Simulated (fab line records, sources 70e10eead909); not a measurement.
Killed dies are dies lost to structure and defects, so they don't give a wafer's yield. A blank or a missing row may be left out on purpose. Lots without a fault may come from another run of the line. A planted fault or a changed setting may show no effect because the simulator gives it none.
fab line records | flow nand_harc
record lots=14 wafers=42 last_day=34
route steps=1302 shown A_CONTACT@1015
lots that met no fault: from a run of the same line without faults
start_h: hours from the record's first day to the start of the lot's first wafer shown | wait_h: hours since the lot's step before | " the same as in the row above | L1.1+2: a row that stands for several wafers | - no value, or no start given | * or withheld: withheld | < > ~ a bound
route shown NAME@n: a module of which the file shows steps, and the number in the route of the first | usual: mean/standard deviation of fault-free wafers | same: alike in all rows | chamber/n: place in a boat | sites: the reading at each site | _std_site: their standard deviation | _edge_site: outer sites' mean less inner sites' | radius_mm: how far each site lies from the wafer's centre | mask NAME#n: copy n | behind: the tool/chamber that last shaped the wafer | hold: why the lot was held/for how many hours/how that ended | device: the transistor (n, p or np) that didn't switch | end of line: the same wafers' tests at the end of the route | a step without rows: its recipe alone | killed: dies lost to structure and defects at the first sort, not the wafer's yield | map: a wafer's dies, x killed, . not, _ none there
set.NAME: the setting as run; set.NAME@STEP: as run at that earlier step | model.NAME: the simulator's own value behind a step, which no gauge read
steps of the route over a sample of lots; a table a step, a row a wafer
services: from which hour (start_h, from the record's first day; less than 0 if before it) a tool's chamber was out of use, for how many hours, and why
## steps
# step NHARC_A_CONTACT_ETCH_121
# recipe source_w=withheld pressure_mtorr=20 bias_v=3000 time_s=190 target_depth_a=18500 ar_flow_sccm=withheld c4f8_flow_sccm=withheld o2_flow_sccm=withheld chemistry=C4F8/O2/Ar
# usual oes_air_line_au=1.000/0.02
# columns lot.wafer tool chamber start_h wait_h oes_air_line_au rf_hours_counter_h
L574.2 har_cap_etch-03 1 510.13 0.1 0.995 43
L574.3 " 1 " " 1.017 -
L574.4 " 0 " " 0.993 -
L573.4 har_cap_etch-02 0 515.17 0.1 0.992 -
L573.6 " 1 " " 1.016 -
L573.5 " 0 " " 1.002 -
L576.1 har_cap_etch-03 1 515.79 0.1 0.998 45
L576.5 " 1 " " 0.996 -
L576.6 " 0 " " 1.031 -
L575.2 har_cap_etch-01 1 517.38 0.1 1.042 2
L575.3 " 0 " " 0.970 -
L575.6 " 0 " " 0.993 -
L577.1 har_cap_etch-03 0 531.75 0.2 0.992 49
L577.4 " 1 " " 1.002 -
L577.6 " 1 " " 1.036 -
L578.1 har_cap_etch-01 1 531.85 0.1 1.026 6
L578.4 " 0 " " 0.989 -
L578.5 " 1 " " 1.012 -
L579.4 har_cap_etch-03 0 551.86 0.1 0.994 -
L579.5 " 1 " " 1.034 -
L579.6 " 0 " " 1.000 -
L581.2 har_cap_etch-02 1 584.32 0.1 1.012 96
L581.4 " 0 " " 0.990 -
L581.5 " 0 " " 0.965 -
L584.3 har_cap_etch-03 0 606.50 0.1 0.978 -
L584.6 " 1 " " 0.987 -
L584.5 " 0 " " 1.003 -
L589.1 har_cap_etch-01 1 660.60 0.1 0.982 27
L589.2 " 0 " " 0.987 27
L589.4 " 0 " " 1.012 -
L592.2 har_cap_etch-03 0 677.50 0.1 0.965 74
L592.1 " 1 " " 0.971 74
L592.5 " 0 " " 0.988 -
L593.3 har_cap_etch-02 1 677.76 0.1 1.012 -
L593.4 " 0 " " 0.992 -
L593.6 " 1 " " 1.000 -
L596.1 har_cap_etch-03 0 728.45 0.1 1.023 84
L596.4 " 1 " " 1.030 -
L596.6 " 0 " " 1.011 -
L595.3 har_cap_etch-01 1 731.87 0.1 1.003 -
L595.4 " 0 " " 1.045 -
L595.6 " 1 " " 0.998 -
# step NHARC_A_CONTACT_CD_MEAS_53
# usual cd_nm=289.6/0.7
# columns lot.wafer tool chamber start_h wait_h cd_nm
L574.2 cd_sem-03 - 511.70 - 289.9
L574.3 " - " " 289.7
L574.4 " - " " 290.3
L573.4 cd_sem-02 - 516.63 - 290.3
L573.5 " - " " 289.6
L573.6 " - " " 289.8
L576.1 cd_sem-01 - 517.33 - 289.8
L576.5 " - " " 290.0
L576.6 " - " " 289.4
L575.2 cd_sem-02 - 518.89 - 290.4
L575.3 " - " " 289.8
L575.6 " - " " 290.7
L578.1 cd_sem-03 - 533.42 - 288.9
L578.4 " - " " 288.0
L578.5 " - " " 289.5
L577.1 cd_sem-01 - 533.52 - 289.6
L577.4 " - " " 289.8
L577.6 " - " " 288.7
L579.4 cd_sem-03 - 553.31 - 290.0
L579.5 " - " " 289.9
L579.6 " - " " 289.9
L581.2 cd_sem-01 - 585.89 - 289.9
L581.4 " - " " 288.9
L581.5 " - " " 289.5
L584.3 cd_sem-02 - 607.96 - 289.8
L584.5 " - " " 289.6
L584.6 " - " " 289.4
L589.1 cd_sem-01 - 662.13 - 289.4
L589.2 " - " " 288.8
L589.4 " - " " 289.0
L592.1 cd_sem-01 - 679.04 - 289.6
L592.2 " - " " 289.0
L592.5 " - " " 289.8
L593.3 cd_sem-02 - 679.24 - 287.8
L593.4 " - " " 288.7
L593.6 " - " " 288.4
L596.1 cd_sem-02 - 729.96 - 289.5
L596.4 " - " " 288.7
L596.6 " - " " 289.6
L595.3 cd_sem-02 - 733.35 - 290.4
L595.4 " - " " 290.8
L595.6 " - " " 289.9
# step NHARC_A_CONTACT_DEVELOP_68
# recipe develop_time_s=35 dev_temp_c=23
# usual chill_plate_temp_C=22.99/0.11 develop_time_s=35/0
# columns lot.wafer tool chamber start_h wait_h chill_plate_temp_C develop_time_s
L574.2 litho_track-01 0 516 - 23.05 35
L574.3 " 0 " " 23.37 35
L574.4 " 0 " " 22.93 35
L573.4 litho_track-06 0 523 - 22.96 35
L573.5 " 0 " " 22.79 35
L573.6 " 0 " " 22.91 35
L576.1 litho_track-01 0 523 - 22.98 35
L576.5 " 0 " " 22.99 35
L576.6 " 0 " " 22.94 35
L575.2 litho_track-06 0 526 - 23.02 35
L575.3 " 0 " " 23.04 35
L575.6 " 0 " " 23.11 35
L578.1 litho_track-06 0 538 - 23.10 35
L578.4 " 0 " " 23.05 35
L578.5 " 0 " " 23.15 35
L577.1 litho_track-04 0 538 - 22.89 35
L577.4 " 0 " " 23.15 35
L577.6 " 0 " " 23.08 35
L579.4 litho_track-06 0 562 - 22.92 35
L579.5 " 0 " " 22.77 35
L579.6 " 0 " " 22.92 35
L581.2 litho_track-04 0 590 - 22.98 35
L581.4 " 0 " " 23.04 35
L581.5 " 0 " " 22.76 35
L584.3 litho_track-06 0 622 - 22.84 35
L584.5 " 0 " " 22.97 35
L584.6 " 0 " " 23.00 35
L589.1 litho_track-06 0 666 - 23.13 35
L589.2 " 0 " " 22.92 35
L589.4 " 0 " " 22.93 35
L592.1 litho_track-06 - 685 - - -
L592.2 " - " " - -
L592.5 " - " " - -
L593.3 litho_track-06 - 685 - - -
L593.4 " - " " - -
L593.6 " - " " - -
L596.1 litho_track-04 0 736 - 23.04 35
L596.4 " 0 " " 23.03 35
L596.6 " 0 " " 22.97 35
L595.3 litho_track-06 0 739 - 23.01 35
L595.4 " 0 " " 22.78 35
L595.6 " 0 " " 22.91 35
# step NHARC_A_CONTACT_ETCH_78
# recipe target_depth_a=53000 over_etch_frac=0.3 time_s=1378 ion_energy_ev=150 o2_flow_sccm=400 cos_flow_sccm=20 ar_flow_sccm=0 rf_w=500 bias_w=300 chemistry=O2/COS
# usual bias_w=299.9/0.81 drypump_motor_current_A=5.9/0.5 o2_flow_sccm=400.0/1.3 oes_product_au=0.998/0.011 rf_vpp_V=314.3/2 showerhead_plenum_p_Torr=3.14/0.13 throttle_valve_pct=28.331/0.0095
# columns lot.wafer tool chamber start_h wait_h bias_w drypump_motor_current_A o2_flow_sccm oes_product_au rf_hours_counter_h rf_vpp_V showerhead_plenum_p_Torr throttle_valve_pct
L574.2 rie_diel-11 0 - - 300.0 5.2 398.3 0.994 6 313.2 3.17 28.348
L574.3 " 1 " " 300.1 6.1 399.9 0.970 6 315.4 3.17 28.333
L574.4 " 2 " " 300.1 5.9 400.1 1.004 6 310.4 2.95 28.356
L573.5 rie_diel-11 0 - - 300.6 5.2 400.5 0.989 - 314.4 3.17 28.313
L573.6 " 2 " " 299.7 5.9 397.6 1.009 - 313.2 2.95 28.317
L573.4 " 3 " " 298.2 6.6 399.3 1.006 - 314.4 3.29 28.334
L576.1 rie_diel-11 3 - - 299.9 6.6 399.9 1.014 8 314.6 3.29 28.315
L576.5 " 2 " " 298.5 5.9 396.5 1.021 - 312.2 2.95 28.316
L576.6 " 3 " " 300.6 6.6 401.7 1.015 - 316.4 3.29 28.334
L575.3 rie_diel-06 1 - - 298.7 6.0 398.3 1.007 7 315.6 3.20 28.317
L575.2 " 2 " " 300.5 6.2 400.2 0.993 9 312.3 3.00 28.331
L575.6 " 2 " " 300.3 6.2 400.7 1.002 - 311.7 3.00 28.329
L578.4 rie_diel-11 1 - - 299.4 6.1 400.3 0.976 11 313.9 3.16 28.313
L578.1 " 2 " " 299.6 5.9 400.8 0.998 12 310.2 2.95 28.332
L578.5 " 0 " " 299.4 5.2 396.9 0.992 - 314.3 3.17 28.329
L577.4 rie_diel-11 1 - - 300.6 6.1 398.3 0.987 12 314.6 3.16 28.327
L577.1 " 2 " " 298.4 5.9 401.1 1.011 13 311.7 2.95 28.313
L577.6 " 1 " " 301.1 6.1 399.7 0.984 - 316.3 3.16 28.333
L579.4 rie_diel-11 2 - - 300.2 5.9 399.3 0.991 16 310.5 2.95 28.326
L579.5 " 3 " " 299.9 6.6 401.0 1.002 - 315.8 3.29 28.313
L579.6 " 0 " " 300.2 5.2 401.1 0.992 - 314.5 3.17 28.335
L581.4 rie_diel-11 0 - - 299.2 5.2 400.7 0.998 22 314.9 3.17 28.331
L581.2 " 2 " " 299.6 5.9 400.0 0.994 21 310.6 2.95 28.310
L581.5 " 1 " " 299.1 6.1 400.3 0.993 - 314.0 3.16 28.326
L584.3 rie_diel-11 3 - - 300.0 6.6 402.2 1.006 25 317.4 3.28 28.323
L584.5 " 2 " " 301.1 5.9 400.7 1.009 - 311.0 2.94 28.338
L584.6 " 3 " " 299.8 6.6 402.1 1.000 - 315.3 3.28 28.335
L589.4 rie_diel-11 0 - - 298.7 5.2 400.9 1.003 4 314.7 3.16 28.331
L589.1 " 1 " " 300.0 6.1 399.7 0.986 4 314.4 3.15 28.333
L589.2 " 2 " " 301.1 5.9 403.3 1.000 3 311.7 2.94 28.330
L592.2 rie_diel-11 2 - - 301.6 5.9 400.1 1.019 9 311.6 2.94 28.316
L592.1 " 0 " " 299.9 5.2 401.5 0.990 10 313.1 3.16 28.331
L592.5 " 2 " " 300.7 5.9 399.7 1.000 - 309.7 2.94 28.336
L593.4 rie_diel-06 1 - - 300.0 6.0 399.7 1.014 4 315.2 3.18 28.340
L593.3 " 3 " " 298.0 5.8 400.5 0.992 4 315.0 3.32 28.322
L593.6 " 1 " " 299.1 6.0 401.3 1.008 - 315.8 3.18 28.324
L596.4 rie_diel-04 2 - - 298.8 6.2 399.2 1.009 7 311.4 2.92 28.346
L596.1 " 0 " " 299.9 5.6 400.8 1.015 9 316.9 3.37 28.324
L596.6 " 2 " " 300.2 6.1 400.2 1.004 - 311.2 2.92 28.334
L595.3 rie_diel-06 3 - - 300.8 5.8 401.1 0.994 25 316.4 3.31 28.322
L595.4 " 2 " " 300.3 6.2 401.4 0.990 - 311.8 2.96 28.335
L595.6 " 3 " " 300.3 5.8 397.4 0.993 - 317.9 3.31 28.344
## services
# columns tool chamber start_h hours kind
har_cap_etch-01 - 497.00 17.0 pm
litho_track-01 - 505.00 7.0 pm
rie_diel-04 2 506.47 6.2 repair
rie_diel-11 1 522.40 4.4 repair
rie_diel-06 0 524.67 9.9 repair
litho_track-06 - 529.00 7.0 pm
rie_diel-04 - 532.18 9.0 pm
rie_diel-06 1 551.05 2.3 repair
litho_track-04 - 553.00 7.0 pm
rie_diel-11 1 553.53 7.1 repair
rie_diel-06 0 565.19 10.4 repair
rie_diel-06 2 589.06 6.9 repair
rie_diel-06 1 611.16 8.6 repair
har_cap_etch-01 - 613.18 0.6 repair
har_cap_etch-02 - 614.61 1.6 repair
rie_diel-04 2 633.68 5.4 repair
rie_diel-11 - 646.03 9.0 pm
rie_diel-06 - 662.38 9.0 pm
litho_track-01 - 680.00 7.0 pm
litho_track-06 - 704.00 7.0 pm
rie_diel-06 0 707.48 1.6 repair
har_cap_etch-01 - 722.72 5.7 repair
litho_track-04 - 728.00 7.0 pm
rie_diel-06 1 733.90 13.4 repair
## key
first_sign step=NHARC_A_CONTACT_DEVELOP_68 reading=tool_record direction=missing
effect none on later readings
met_at NHARC_A_CONTACT_DEVELOP_68
struck_lots L592,L593
later_rows_left_out L592.1,L592.2,L592.5,L593.3,L593.4,L593.6
sort_left_out L592.1,L592.2,L592.5,L593.3,L593.4,L593.6
tester_left_out L592,L593
not_acting_at NHARC_A_CONTACT_ETCH_121,NHARC_A_CONTACT_CD_MEAS_53,NHARC_A_CONTACT_ETCH_78
onset_between 666 685
fault kind=skipped_step_whole tool=litho_track-06 chamber=- onset_h=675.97 steps=NHARC_A_CONTACT_DEVELOP_68 scope=struck_lots_only
# tester_left_out: of these lots the tester's yield and bins aren't shown, on N5 and GAA mostly nor the transistor test; their killed dies are dies lost to structure and defects alone, not to doping, threshold or leakage, so they don't give the yield
# sort_left_out: the simulated sort isn't trusted on such a fault, so these wafers' sort isn't shown, and their yield isn't known
# later_rows_left_out: the simulator's readings of these wafers behind a module that went badly wrong aren't trusted and aren't shown, but for the sort
